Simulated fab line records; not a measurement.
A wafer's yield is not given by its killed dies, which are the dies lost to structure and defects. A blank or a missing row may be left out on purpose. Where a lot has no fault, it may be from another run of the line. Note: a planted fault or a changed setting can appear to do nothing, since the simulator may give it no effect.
Which tool did it? || flow n5Finfet || Sampling: 24 lots, 72 wafers, 4 of 1938 route steps

== WHAT EACH GAUGE READ, for each wafer ==
N5_BEOL_M0_SAQP_OVL_MEAS_15.
{"lot": "L074", "measured": "day 5 17:47", "on": "overlay-02", "M0_CORE_OVL (nm)": "-0.5 -0.3 -1.2"}
{"lot": "L075", "measured": "day 5 21:21", "on": "overlay-02", "M0_CORE_OVL (nm)": "-2.0 -0.8 -1.6"}
{"lot": "L076", "measured": "day 6 02:10", "on": "overlay-01", "M0_CORE_OVL (nm)": "-0.9 -0.4 0.0"}
{"lot": "L077", "measured": "day 6 02:47", "on": "overlay-02", "M0_CORE_OVL (nm)": "-0.5 0.2 -0.2"}
{"lot": "L078", "measured": "day 6 14:01", "on": "overlay-01", "M0_CORE_OVL (nm)": "-0.2 0.6 -0.8"}
{"lot": "L079", "measured": "day 6 18:25", "on": "overlay-01", "M0_CORE_OVL (nm)": "-1.1 -1.3 -0.8"}
{"lot": "L080", "measured": "day 6 20:36", "on": "overlay-01", "M0_CORE_OVL (nm)": "-0.1 -0.1 0.3"}
{"lot": "L081", "measured": "day 7 01:14", "on": "overlay-02", "M0_CORE_OVL (nm)": "-1.1 -1.8 -1.3"}
{"lot": "L082", "measured": "day 7 08:44", "on": "overlay-02", "M0_CORE_OVL (nm)": "-1.4 -0.7 -1.4"}
{"lot": "L083", "measured": "day 7 17:15", "on": "overlay-02", "M0_CORE_OVL (nm)": "0.9 0.2 -1.0"}
{"lot": "L084", "measured": "day 8 09:58", "on": "overlay-01", "M0_CORE_OVL (nm)": "-1.2 -0.1 0.2"}
{"lot": "L086", "measured": "day 8 10:44", "on": "overlay-02", "M0_CORE_OVL (nm)": "-1.2 -0.8 -0.7"}
{"lot": "L085", "measured": "day 8 14:02", "on": "overlay-02", "M0_CORE_OVL (nm)": "-0.1 -0.1 -0.4"}
{"lot": "L087", "measured": "day 8 14:11", "on": "overlay-02", "M0_CORE_OVL (nm)": "0.6 0.3 0.1"}
{"lot": "L088", "measured": "day 8 23:52", "on": "overlay-02", "M0_CORE_OVL (nm)": "0.1 -0.6 0.3"}
{"lot": "L089", "measured": "day 9 06:57", "on": "overlay-02", "M0_CORE_OVL (nm)": "-1.1 -0.1 -1.0"}
{"lot": "L090", "measured": "day 9 10:55", "on": "overlay-01", "M0_CORE_OVL (nm)": "0.7 -0.4 -0.7"}
{"lot": "L091", "measured": "day 9 17:14", "on": "overlay-01", "M0_CORE_OVL (nm)": "0.5 -1.1 -0.9"}
{"lot": "L092", "measured": "day 10 03:14", "on": "overlay-01", "M0_CORE_OVL (nm)": "-1.3 -2.0 -0.5"}
{"lot": "L093", "measured": "day 10 06:32", "on": "overlay-02", "M0_CORE_OVL (nm)": "-0.4 -0.3 0.1"}
{"lot": "L094", "measured": "day 10 13:31", "on": "overlay-02", "M0_CORE_OVL (nm)": "-0.2 -1.6 0.3"}
{"lot": "L095", "measured": "day 11 04:55", "on": "overlay-02", "M0_CORE_OVL (nm)": "-0.2 0.0 -0.7"}
{"lot": "L096", "measured": "day 11 05:04", "on": "overlay-02", "M0_CORE_OVL (nm)": "-1.2 -0.6 -0.3"}
{"lot": "L097", "measured": "day 11 04:36", "on": "overlay-02", "M0_CORE_OVL (nm)": "-1.3 -1.6 -1.9"}

== EACH LOT AND THE TOOL THAT RAN IT (in order: tool; ch and the chambers of the sampled wafers; start) ==
{"lot": "L074", "N5_MOL_CONTACT_COAG_ETCH_124": "rieDiel-02 ch 1,2,3, day 5 09:42", "N5_BEOL_M0_SAQP_PECVD_96": "pecvd-04 ch 0,1,2, day 5 17:05", "N5_BEOL_M0_SAQP_PECVD_04": "pecvd-04 ch 0,1,2, day 5 17:10"}
{"lot": "L075", "N5_MOL_CONTACT_COAG_ETCH_124": "rieDiel-01 ch 0,1,3, day 5 14:33", "N5_BEOL_M0_SAQP_PECVD_96": "pecvd-01 ch 0,1,2, day 5 20:47", "N5_BEOL_M0_SAQP_PECVD_04": "pecvd-01 ch 0,1,2, day 5 20:52"}
{"lot": "L076", "N5_MOL_CONTACT_COAG_ETCH_124": "rieDiel-03 ch 0,1,3, day 5 17:08", "N5_BEOL_M0_SAQP_PECVD_96": "pecvd-04 ch 0,2, day 6 01:35", "N5_BEOL_M0_SAQP_PECVD_04": "pecvd-04 ch 0,2, day 6 01:41"}
{"lot": "L077", "N5_MOL_CONTACT_COAG_ETCH_124": "rieDiel-02 ch 1,3, day 5 21:07", "N5_BEOL_M0_SAQP_PECVD_96": "pecvd-02 ch 1,2, day 6 02:13", "N5_BEOL_M0_SAQP_PECVD_04": "pecvd-02 ch 1,2, day 6 02:18"}
{"lot": "L078", "N5_MOL_CONTACT_COAG_ETCH_124": "rieDiel-02 ch 1,3, day 6 08:12", "N5_BEOL_M0_SAQP_PECVD_96": "pecvd-02 ch 1,2, day 6 13:20", "N5_BEOL_M0_SAQP_PECVD_04": "pecvd-02 ch 1,2, day 6 13:25"}
{"lot": "L079", "N5_MOL_CONTACT_COAG_ETCH_124": "rieDiel-02 ch 2,3, day 6 10:35", "N5_BEOL_M0_SAQP_PECVD_96": "pecvd-04 ch 0,1,2, day 6 17:50", "N5_BEOL_M0_SAQP_PECVD_04": "pecvd-04 ch 0,1,2, day 6 17:56"}
{"lot": "L080", "N5_MOL_CONTACT_COAG_ETCH_124": "rieDiel-01 ch 0,1, day 6 15:13", "N5_BEOL_M0_SAQP_PECVD_96": "pecvd-02 ch 1,2, day 6 19:54", "N5_BEOL_M0_SAQP_PECVD_04": "pecvd-02 ch 1,2, day 6 19:59"}
{"lot": "L081", "N5_MOL_CONTACT_COAG_ETCH_124": "rieDiel-02 ch 0,1,2, day 6 18:47", "N5_BEOL_M0_SAQP_PECVD_96": "pecvd-01 ch 0,1,2, day 7 00:33", "N5_BEOL_M0_SAQP_PECVD_04": "pecvd-01 ch 0,1,2, day 7 00:38"}
{"lot": "L082", "N5_MOL_CONTACT_COAG_ETCH_124": "rieDiel-01 ch 1,2, day 7 03:02", "N5_BEOL_M0_SAQP_PECVD_96": "pecvd-01 ch 0,2, day 7 08:02", "N5_BEOL_M0_SAQP_PECVD_04": "pecvd-01 ch 0,2, day 7 08:07"}
{"lot": "L083", "N5_MOL_CONTACT_COAG_ETCH_124": "rieDiel-01 ch 1,3, day 7 10:17", "N5_BEOL_M0_SAQP_PECVD_96": "pecvd-04 ch 0,1, day 7 16:33", "N5_BEOL_M0_SAQP_PECVD_04": "pecvd-04 ch 0,1, day 7 16:38"}
{"lot": "L084", "N5_MOL_CONTACT_COAG_ETCH_124": "rieDiel-02 ch 0,2,3, day 8 00:55", "N5_BEOL_M0_SAQP_PECVD_96": "pecvd-04 ch 1,2, day 8 09:17", "N5_BEOL_M0_SAQP_PECVD_04": "pecvd-04 ch 1,2, day 8 09:22"}
{"lot": "L086", "N5_MOL_CONTACT_COAG_ETCH_124": "rieDiel-02 ch 0,1,2, day 8 04:49", "N5_BEOL_M0_SAQP_PECVD_96": "pecvd-02 ch 0,1,2, day 8 10:02", "N5_BEOL_M0_SAQP_PECVD_04": "pecvd-02 ch 0,1,2, day 8 10:07"}
{"lot": "L085", "N5_MOL_CONTACT_COAG_ETCH_124": "rieDiel-02 ch 1,2,3, day 8 05:38", "N5_BEOL_M0_SAQP_PECVD_96": "pecvd-04 ch 0,2, day 8 13:20", "N5_BEOL_M0_SAQP_PECVD_04": "pecvd-04 ch 0,2, day 8 13:25"}
{"lot": "L087", "N5_MOL_CONTACT_COAG_ETCH_124": "rieDiel-02 ch 1,3, day 8 07:28", "N5_BEOL_M0_SAQP_PECVD_96": "pecvd-01 ch 0,2, day 8 13:21", "N5_BEOL_M0_SAQP_PECVD_04": "pecvd-01 ch 0,2, day 8 13:26"}
{"lot": "L088", "N5_MOL_CONTACT_COAG_ETCH_124": "rieDiel-03 ch 1,3, day 8 17:26", "N5_BEOL_M0_SAQP_PECVD_96": "pecvd-04 ch 1,2, day 8 23:14", "N5_BEOL_M0_SAQP_PECVD_04": "pecvd-04 ch 1,2, day 8 23:22"}
{"lot": "L089", "N5_MOL_CONTACT_COAG_ETCH_124": "rieDiel-01 ch 0,1,2, day 9 00:31", "N5_BEOL_M0_SAQP_PECVD_96": "pecvd-01 ch 0,2, day 9 06:16", "N5_BEOL_M0_SAQP_PECVD_04": "pecvd-01 ch 0,2, day 9 06:20"}
{"lot": "L090", "N5_MOL_CONTACT_COAG_ETCH_124": "rieDiel-02 ch 0,3, day 9 04:18", "N5_BEOL_M0_SAQP_PECVD_96": "pecvd-02 ch 0,2, day 9 10:13", "N5_BEOL_M0_SAQP_PECVD_04": "pecvd-02 ch 0,2, day 9 10:18"}
{"lot": "L091", "N5_MOL_CONTACT_COAG_ETCH_124": "rieDiel-01 ch 1,3, day 9 11:26", "N5_BEOL_M0_SAQP_PECVD_96": "pecvd-02 ch 1,2, day 9 16:32", "N5_BEOL_M0_SAQP_PECVD_04": "pecvd-02 ch 1,2, day 9 16:37"}
{"lot": "L092", "N5_MOL_CONTACT_COAG_ETCH_124": "rieDiel-01 ch 1,2, day 9 21:25", "N5_BEOL_M0_SAQP_PECVD_96": "pecvd-02 ch 0,1,2, day 10 02:34", "N5_BEOL_M0_SAQP_PECVD_04": "pecvd-02 ch 0,1,2, day 10 02:40"}
{"lot": "L093", "N5_MOL_CONTACT_COAG_ETCH_124": "rieDiel-01 ch 1,2,3, day 9 23:42", "N5_BEOL_M0_SAQP_PECVD_96": "pecvd-04 ch 0,1,2, day 10 05:49", "N5_BEOL_M0_SAQP_PECVD_04": "pecvd-04 ch 0,1,2, day 10 05:54"}
{"lot": "L094", "N5_MOL_CONTACT_COAG_ETCH_124": "rieDiel-03 ch 1,2, day 10 07:53", "N5_BEOL_M0_SAQP_PECVD_96": "pecvd-04 ch 0,1,2, day 10 12:49", "N5_BEOL_M0_SAQP_PECVD_04": "pecvd-04 ch 0,1,2, day 10 12:55"}
{"lot": "L095", "N5_MOL_CONTACT_COAG_ETCH_124": "rieDiel-01 ch 1,3, day 10 09:00", "N5_BEOL_M0_SAQP_PECVD_96": "pecvd-04 ch 1, day 11 04:07", "N5_BEOL_M0_SAQP_PECVD_04": "pecvd-04 ch 1, day 11 04:15"}
{"lot": "L096", "N5_MOL_CONTACT_COAG_ETCH_124": "rieDiel-02 ch 0,3, day 10 15:44", "N5_BEOL_M0_SAQP_PECVD_96": "pecvd-02 ch 0,1, day 11 04:19", "N5_BEOL_M0_SAQP_PECVD_04": "pecvd-02 ch 0,1, day 11 04:23"}
{"lot": "L097", "N5_MOL_CONTACT_COAG_ETCH_124": "rieDiel-02 ch 0,1,3, day 10 18:30", "N5_BEOL_M0_SAQP_PECVD_96": "pecvd-02 ch 0,2, day 11 04:00", "N5_BEOL_M0_SAQP_PECVD_04": "pecvd-02 ch 0,2, day 11 04:05"}
- N5_MOL_CONTACT_COAG_ETCH_124: etches SiNx in CH3F/O2, stops on SiOC, target depth 6.5 nm.
- N5_BEOL_M0_SAQP_PECVD_96: deposits a-Si from SiH4/He, target thk 45 nm, time 45.2 s.
- N5_BEOL_M0_SAQP_PECVD_04: deposits a-Si from SiH4/He, target thk 60 nm, time 60.2 s.

== WHAT THE TOOLS THEMSELVES READ (means of the sampled wafers that have a number; where no wafer has one, the mark that the record gives instead) ==
N5_MOL_CONTACT_COAG_ETCH_124.
{"lot": "L074", "tool": "rieDiel-02", "drypumpMotorCurrentA (A)": 5.4, "mfcArSccm (sccm)": 150.2, "oes_f_703_au (a.u.)": 0.74, "oes_o_777_au (a.u.)": 0.73, "oesProductAu (a.u.)": 0.63, "rfVppV (V)": 296, "showerheadPlenumPTorr (Torr)": 1.99, "throttleValvePct (%)": 16.46}
{"lot": "L075", "tool": "rieDiel-01", "drypumpMotorCurrentA (A)": 6.1, "mfcArSccm (sccm)": 150.2, "oes_f_703_au (a.u.)": 0.85, "oes_o_777_au (a.u.)": 0.84, "oesProductAu (a.u.)": 0.72, "rfVppV (V)": 295, "showerheadPlenumPTorr (Torr)": 2.05, "throttleValvePct (%)": 16.06}
{"lot": "L076", "tool": "rieDiel-03", "drypumpMotorCurrentA (A)": 6.1, "mfcArSccm (sccm)": 149.9, "oes_f_703_au (a.u.)": 0.71, "oes_o_777_au (a.u.)": 0.72, "oesProductAu (a.u.)": 0.61, "rfVppV (V)": 296, "showerheadPlenumPTorr (Torr)": 2.01, "throttleValvePct (%)": 16.36}
{"lot": "L077", "tool": "rieDiel-02", "drypumpMotorCurrentA (A)": 5.5, "mfcArSccm (sccm)": 149.9, "oes_f_703_au (a.u.)": 0.77, "oes_o_777_au (a.u.)": 0.78, "oesProductAu (a.u.)": 0.67, "rfVppV (V)": 298, "showerheadPlenumPTorr (Torr)": 1.99, "throttleValvePct (%)": 16.28}
{"lot": "L078", "tool": "rieDiel-02", "drypumpMotorCurrentA (A)": 5.2, "mfcArSccm (sccm)": 150.1, "oes_f_703_au (a.u.)": 0.73, "oes_o_777_au (a.u.)": 0.74, "oesProductAu (a.u.)": 0.64, "rfVppV (V)": 297, "showerheadPlenumPTorr (Torr)": 1.94, "throttleValvePct (%)": 16.28}
{"lot": "L079", "tool": "rieDiel-02", "drypumpMotorCurrentA (A)": 5.8, "mfcArSccm (sccm)": 150.3, "oes_f_703_au (a.u.)": 0.87, "oes_o_777_au (a.u.)": 0.88, "oesProductAu (a.u.)": 0.75, "rfVppV (V)": 298, "showerheadPlenumPTorr (Torr)": 2.04, "throttleValvePct (%)": 16.35}
{"lot": "L080", "tool": "rieDiel-01", "drypumpMotorCurrentA (A)": 6.1, "mfcArSccm (sccm)": 150.1, "oes_f_703_au (a.u.)": 0.78, "oes_o_777_au (a.u.)": 0.77, "oesProductAu (a.u.)": 0.65, "rfVppV (V)": 293, "showerheadPlenumPTorr (Torr)": 2.02, "throttleValvePct (%)": 16.14}
{"lot": "L081", "tool": "rieDiel-02", "drypumpMotorCurrentA (A)": 5.3, "mfcArSccm (sccm)": 150.2, "oes_f_703_au (a.u.)": 0.84, "oes_o_777_au (a.u.)": 0.84, "oesProductAu (a.u.)": 0.71, "rfVppV (V)": 296, "showerheadPlenumPTorr (Torr)": 1.99, "throttleValvePct (%)": 16.20}
{"lot": "L082", "tool": "rieDiel-01", "drypumpMotorCurrentA (A)": 5.6, "mfcArSccm (sccm)": 150.1, "oes_f_703_au (a.u.)": 0.82, "oes_o_777_au (a.u.)": 0.81, "oesProductAu (a.u.)": 0.70, "rfVppV (V)": 291, "showerheadPlenumPTorr (Torr)": 1.98, "throttleValvePct (%)": 16.05}
{"lot": "L083", "tool": "rieDiel-01", "drypumpMotorCurrentA (A)": 6.1, "mfcArSccm (sccm)": 149.8, "oes_f_703_au (a.u.)": 0.87, "oes_o_777_au (a.u.)": 0.88, "oesProductAu (a.u.)": 0.75, "rfVppV (V)": 297, "showerheadPlenumPTorr (Torr)": 2.06, "throttleValvePct (%)": 15.99}
{"lot": "L084", "tool": "rieDiel-02", "drypumpMotorCurrentA (A)": 5.7, "mfcArSccm (sccm)": 149.9, "oes_f_703_au (a.u.)": 0.85, "oes_o_777_au (a.u.)": 0.85, "oesProductAu (a.u.)": 0.72, "rfVppV (V)": 297, "showerheadPlenumPTorr (Torr)": 2.03, "throttleValvePct (%)": 16.23}
{"lot": "L086", "tool": "rieDiel-02", "drypumpMotorCurrentA (A)": 5.3, "mfcArSccm (sccm)": 149.7, "oes_f_703_au (a.u.)": 0.82, "oes_o_777_au (a.u.)": 0.81, "oesProductAu (a.u.)": 0.70, "rfVppV (V)": 295, "showerheadPlenumPTorr (Torr)": 1.99, "throttleValvePct (%)": 16.21}
{"lot": "L085", "tool": "rieDiel-02", "drypumpMotorCurrentA (A)": 5.4, "mfcArSccm (sccm)": 150.0, "oes_f_703_au (a.u.)": 0.81, "oes_o_777_au (a.u.)": 0.81, "oesProductAu (a.u.)": 0.69, "rfVppV (V)": 297, "showerheadPlenumPTorr (Torr)": 1.99, "throttleValvePct (%)": 16.34}
{"lot": "L087", "tool": "rieDiel-02", "drypumpMotorCurrentA (A)": 5.2, "mfcArSccm (sccm)": 150.2, "oes_f_703_au (a.u.)": 0.72, "oes_o_777_au (a.u.)": 0.73, "oesProductAu (a.u.)": 0.63, "rfVppV (V)": 298, "showerheadPlenumPTorr (Torr)": 1.94, "throttleValvePct (%)": 16.30}
{"lot": "L088", "tool": "rieDiel-03", "drypumpMotorCurrentA (A)": 6.0, "mfcArSccm (sccm)": 150.5, "oes_f_703_au (a.u.)": 0.71, "oes_o_777_au (a.u.)": 0.72, "oesProductAu (a.u.)": 0.60, "rfVppV (V)": 296, "showerheadPlenumPTorr (Torr)": 2.04, "throttleValvePct (%)": 16.43}
{"lot": "L089", "tool": "rieDiel-01", "drypumpMotorCurrentA (A)": 5.9, "mfcArSccm (sccm)": 149.8, "oes_f_703_au (a.u.)": 0.86, "oes_o_777_au (a.u.)": 0.85, "oesProductAu (a.u.)": 0.73, "rfVppV (V)": 293, "showerheadPlenumPTorr (Torr)": 2.00, "throttleValvePct (%)": 15.97}
{"lot": "L090", "tool": "rieDiel-02", "drypumpMotorCurrentA (A)": 5.8, "mfcArSccm (sccm)": 150.1, "oes_f_703_au (a.u.)": 0.80, "oes_o_777_au (a.u.)": 0.79, "oesProductAu (a.u.)": 0.68, "rfVppV (V)": 299, "showerheadPlenumPTorr (Torr)": 2.02, "throttleValvePct (%)": 16.21}
{"lot": "L091", "tool": "rieDiel-01", "drypumpMotorCurrentA (A)": 6.0, "mfcArSccm (sccm)": 149.9, "oes_f_703_au (a.u.)": 0.86, "oes_o_777_au (a.u.)": 0.85, "oesProductAu (a.u.)": 0.73, "rfVppV (V)": 294, "showerheadPlenumPTorr (Torr)": 2.01, "throttleValvePct (%)": 16.06}
{"lot": "L092", "tool": "rieDiel-01", "drypumpMotorCurrentA (A)": 5.8, "mfcArSccm (sccm)": 149.9, "oes_f_703_au (a.u.)": 0.82, "oes_o_777_au (a.u.)": 0.82, "oesProductAu (a.u.)": 0.70, "rfVppV (V)": 292, "showerheadPlenumPTorr (Torr)": 1.96, "throttleValvePct (%)": 16.09}
{"lot": "L093", "tool": "rieDiel-01", "drypumpMotorCurrentA (A)": 5.9, "mfcArSccm (sccm)": 149.8, "oes_f_703_au (a.u.)": 0.82, "oes_o_777_au (a.u.)": 0.81, "oesProductAu (a.u.)": 0.69, "rfVppV (V)": 294, "showerheadPlenumPTorr (Torr)": 2.02, "throttleValvePct (%)": 16.08}
{"lot": "L094", "tool": "rieDiel-03", "drypumpMotorCurrentA (A)": 6.0, "mfcArSccm (sccm)": 149.9, "oes_f_703_au (a.u.)": 0.72, "oes_o_777_au (a.u.)": 0.71, "oesProductAu (a.u.)": 0.60, "rfVppV (V)": 298, "showerheadPlenumPTorr (Torr)": 2.00, "throttleValvePct (%)": 16.31}
{"lot": "L095", "tool": "rieDiel-01", "drypumpMotorCurrentA (A)": 6.0, "mfcArSccm (sccm)": 150.1, "oes_f_703_au (a.u.)": 0.85, "oes_o_777_au (a.u.)": 0.84, "oesProductAu (a.u.)": 0.72, "rfVppV (V)": 295, "showerheadPlenumPTorr (Torr)": 2.00, "throttleValvePct (%)": 16.07}
{"lot": "L096", "tool": "rieDiel-02", "drypumpMotorCurrentA (A)": 5.8, "mfcArSccm (sccm)": 150.1, "oes_f_703_au (a.u.)": 0.78, "oes_o_777_au (a.u.)": 0.77, "oesProductAu (a.u.)": 0.66, "rfVppV (V)": 299, "showerheadPlenumPTorr (Torr)": 2.02, "throttleValvePct (%)": 16.23}
{"lot": "L097", "tool": "rieDiel-02", "drypumpMotorCurrentA (A)": 5.4, "mfcArSccm (sccm)": 150.1, "oes_f_703_au (a.u.)": 0.75, "oes_o_777_au (a.u.)": 0.74, "oesProductAu (a.u.)": 0.64, "rfVppV (V)": 297, "showerheadPlenumPTorr (Torr)": 1.97, "throttleValvePct (%)": 16.22}

N5_BEOL_M0_SAQP_PECVD_96.
{"lot": "L074", "tool": "pecvd-04", "heaterPowerW (W)": 659, "showerheadPlenumPTorr (Torr)": 5.64, "throttleValvePct (%)": 18.6}
{"lot": "L075", "tool": "pecvd-01", "heaterPowerW (W)": 647, "showerheadPlenumPTorr (Torr)": 5.65, "throttleValvePct (%)": 18.6}
{"lot": "L076", "tool": "pecvd-04", "heaterPowerW (W)": 679, "showerheadPlenumPTorr (Torr)": 5.61, "throttleValvePct (%)": 18.5}
{"lot": "L077", "tool": "pecvd-02", "heaterPowerW (W)": 609, "showerheadPlenumPTorr (Torr)": 5.70, "throttleValvePct (%)": 17.5}
{"lot": "L078", "tool": "pecvd-02", "heaterPowerW (W)": 631, "showerheadPlenumPTorr (Torr)": 5.68, "throttleValvePct (%)": 17.6}
{"lot": "L079", "tool": "pecvd-04", "heaterPowerW (W)": 642, "showerheadPlenumPTorr (Torr)": 5.64, "throttleValvePct (%)": 18.3}
{"lot": "L080", "tool": "pecvd-02", "heaterPowerW (W)": 547, "showerheadPlenumPTorr (Torr)": 5.68, "throttleValvePct (%)": 17.6}
{"lot": "L081", "tool": "pecvd-01", "heaterPowerW (W)": 626, "showerheadPlenumPTorr (Torr)": 5.65, "throttleValvePct (%)": 18.6}
{"lot": "L082", "tool": "pecvd-01", "heaterPowerW (W)": 577, "showerheadPlenumPTorr (Torr)": 5.63, "throttleValvePct (%)": 18.8}
{"lot": "L083", "tool": "pecvd-04", "heaterPowerW (W)": 657, "showerheadPlenumPTorr (Torr)": 5.66, "throttleValvePct (%)": 18.5}
{"lot": "L084", "tool": "pecvd-04", "heaterPowerW (W)": 666, "showerheadPlenumPTorr (Torr)": 5.64, "throttleValvePct (%)": 18.2}
{"lot": "L086", "tool": "pecvd-02", "heaterPowerW (W)": 629, "showerheadPlenumPTorr (Torr)": 5.71, "throttleValvePct (%)": 18.0}
{"lot": "L085", "tool": "pecvd-04", "heaterPowerW (W)": 660, "showerheadPlenumPTorr (Torr)": 5.62, "throttleValvePct (%)": 18.5}
{"lot": "L087", "tool": "pecvd-01", "heaterPowerW (W)": 624, "showerheadPlenumPTorr (Torr)": 5.62, "throttleValvePct (%)": 18.4}
{"lot": "L088", "tool": "pecvd-04", "heaterPowerW (W)": 661, "showerheadPlenumPTorr (Torr)": 5.64, "throttleValvePct (%)": 18.4}
{"lot": "L089", "tool": "pecvd-01", "heaterPowerW (W)": 583, "showerheadPlenumPTorr (Torr)": 5.64, "throttleValvePct (%)": 18.2}
{"lot": "L090", "tool": "pecvd-02", "heaterPowerW (W)": 646, "showerheadPlenumPTorr (Torr)": 5.69, "throttleValvePct (%)": 18.0}
{"lot": "L091", "tool": "pecvd-02", "heaterPowerW (W)": 595, "showerheadPlenumPTorr (Torr)": 5.69, "throttleValvePct (%)": 17.8}
{"lot": "L092", "tool": "pecvd-02", "heaterPowerW (W)": 642, "showerheadPlenumPTorr (Torr)": 5.71, "throttleValvePct (%)": 17.9}
{"lot": "L093", "tool": "pecvd-04", "heaterPowerW (W)": 599, "showerheadPlenumPTorr (Torr)": 5.63, "throttleValvePct (%)": 18.7}
{"lot": "L094", "tool": "pecvd-04", "heaterPowerW (W)": 627, "showerheadPlenumPTorr (Torr)": 5.64, "throttleValvePct (%)": 18.5}
{"lot": "L095", "tool": "pecvd-04", "heaterPowerW (W)": 586, "showerheadPlenumPTorr (Torr)": 5.66, "throttleValvePct (%)": 18.3}
{"lot": "L096", "tool": "pecvd-02", "heaterPowerW (W)": 659, "showerheadPlenumPTorr (Torr)": 5.73, "throttleValvePct (%)": 18.3}
{"lot": "L097", "tool": "pecvd-02", "heaterPowerW (W)": 616, "showerheadPlenumPTorr (Torr)": 5.68, "throttleValvePct (%)": 18.2}

N5_BEOL_M0_SAQP_PECVD_04.
{"lot": "L074", "tool": "pecvd-04", "heaterPowerW (W)": 634, "showerheadPlenumPTorr (Torr)": 5.64, "throttleValvePct (%)": 18.6}
{"lot": "L075", "tool": "pecvd-01", "heaterPowerW (W)": 617, "showerheadPlenumPTorr (Torr)": 5.66, "throttleValvePct (%)": 18.6}
{"lot": "L076", "tool": "pecvd-04", "heaterPowerW (W)": 669, "showerheadPlenumPTorr (Torr)": 5.62, "throttleValvePct (%)": 18.5}
{"lot": "L077", "tool": "pecvd-02", "heaterPowerW (W)": 609, "showerheadPlenumPTorr (Torr)": 5.71, "throttleValvePct (%)": 17.6}
{"lot": "L078", "tool": "pecvd-02", "heaterPowerW (W)": 601, "showerheadPlenumPTorr (Torr)": 5.67, "throttleValvePct (%)": 17.6}
{"lot": "L079", "tool": "pecvd-04", "heaterPowerW (W)": 614, "showerheadPlenumPTorr (Torr)": 5.65, "throttleValvePct (%)": 18.5}
{"lot": "L080", "tool": "pecvd-02", "heaterPowerW (W)": 644, "showerheadPlenumPTorr (Torr)": 5.68, "throttleValvePct (%)": 17.6}
{"lot": "L081", "tool": "pecvd-01", "heaterPowerW (W)": 615, "showerheadPlenumPTorr (Torr)": 5.65, "throttleValvePct (%)": 18.7}
{"lot": "L082", "tool": "pecvd-01", "heaterPowerW (W)": 558, "showerheadPlenumPTorr (Torr)": 5.64, "throttleValvePct (%)": 18.5}
{"lot": "L083", "tool": "pecvd-04", "heaterPowerW (W)": 642, "showerheadPlenumPTorr (Torr)": 5.66, "throttleValvePct (%)": 18.5}
{"lot": "L084", "tool": "pecvd-04", "heaterPowerW (W)": 649, "showerheadPlenumPTorr (Torr)": 5.65, "throttleValvePct (%)": 18.5}
{"lot": "L086", "tool": "pecvd-02", "heaterPowerW (W)": 641, "showerheadPlenumPTorr (Torr)": 5.71, "throttleValvePct (%)": 17.8}
{"lot": "L085", "tool": "pecvd-04", "heaterPowerW (W)": 653, "showerheadPlenumPTorr (Torr)": 5.61, "throttleValvePct (%)": 18.5}
{"lot": "L087", "tool": "pecvd-01", "heaterPowerW (W)": 611, "showerheadPlenumPTorr (Torr)": 5.63, "throttleValvePct (%)": 18.3}
{"lot": "L088", "tool": "pecvd-04", "heaterPowerW (W)": 689, "showerheadPlenumPTorr (Torr)": 5.65, "throttleValvePct (%)": 18.5}
{"lot": "L089", "tool": "pecvd-01", "heaterPowerW (W)": 623, "showerheadPlenumPTorr (Torr)": 5.63, "throttleValvePct (%)": 18.1}
{"lot": "L090", "tool": "pecvd-02", "heaterPowerW (W)": 650, "showerheadPlenumPTorr (Torr)": 5.68, "throttleValvePct (%)": 18.1}
{"lot": "L091", "tool": "pecvd-02", "heaterPowerW (W)": 600, "showerheadPlenumPTorr (Torr)": 5.68, "throttleValvePct (%)": 17.6}
{"lot": "L092", "tool": "pecvd-02", "heaterPowerW (W)": 629, "showerheadPlenumPTorr (Torr)": 5.71, "throttleValvePct (%)": 17.8}
{"lot": "L093", "tool": "pecvd-04", "heaterPowerW (W)": 632, "showerheadPlenumPTorr (Torr)": 5.64, "throttleValvePct (%)": 18.5}
{"lot": "L094", "tool": "pecvd-04", "heaterPowerW (W)": 606, "showerheadPlenumPTorr (Torr)": 5.64, "throttleValvePct (%)": 18.5}
{"lot": "L095", "tool": "pecvd-04", "heaterPowerW (W)": 693, "showerheadPlenumPTorr (Torr)": 5.67, "throttleValvePct (%)": 18.5}
{"lot": "L096", "tool": "pecvd-02", "heaterPowerW (W)": 637, "showerheadPlenumPTorr (Torr)": 5.73, "throttleValvePct (%)": 18.3}
{"lot": "L097", "tool": "pecvd-02", "heaterPowerW (W)": 641, "showerheadPlenumPTorr (Torr)": 5.68, "throttleValvePct (%)": 18.2}

== THE ANSWER, worked out from the rows above alone ==
Rule: usual is defined by the lots themselves. Put in order of their means at a reading, lots are off if they are a third of the lots or fewer, leave a main group of 4 or more, and stand apart from it by a gap of 3 or more times the standard deviation of the main group's means; of several such gaps the widest counts. A main group whose means are all the same, to the digits that the tables above print for the reading, isn't used. A lot without any number at a reading at which 4 lots or more have one is off too. Any other lot the step has rows for is counted as sound. First the gauges in route order, then the tools' own readings, where a lot's mean is used as printed above. At the first step where some lot is off, the reading lying furthest off is the one used; lots without a number count as furthest.
Across all readings shown, no lot is off: no conclusion can be drawn from this.

== WHAT HAD BEEN PUT IN BY THE SIMULATOR ==
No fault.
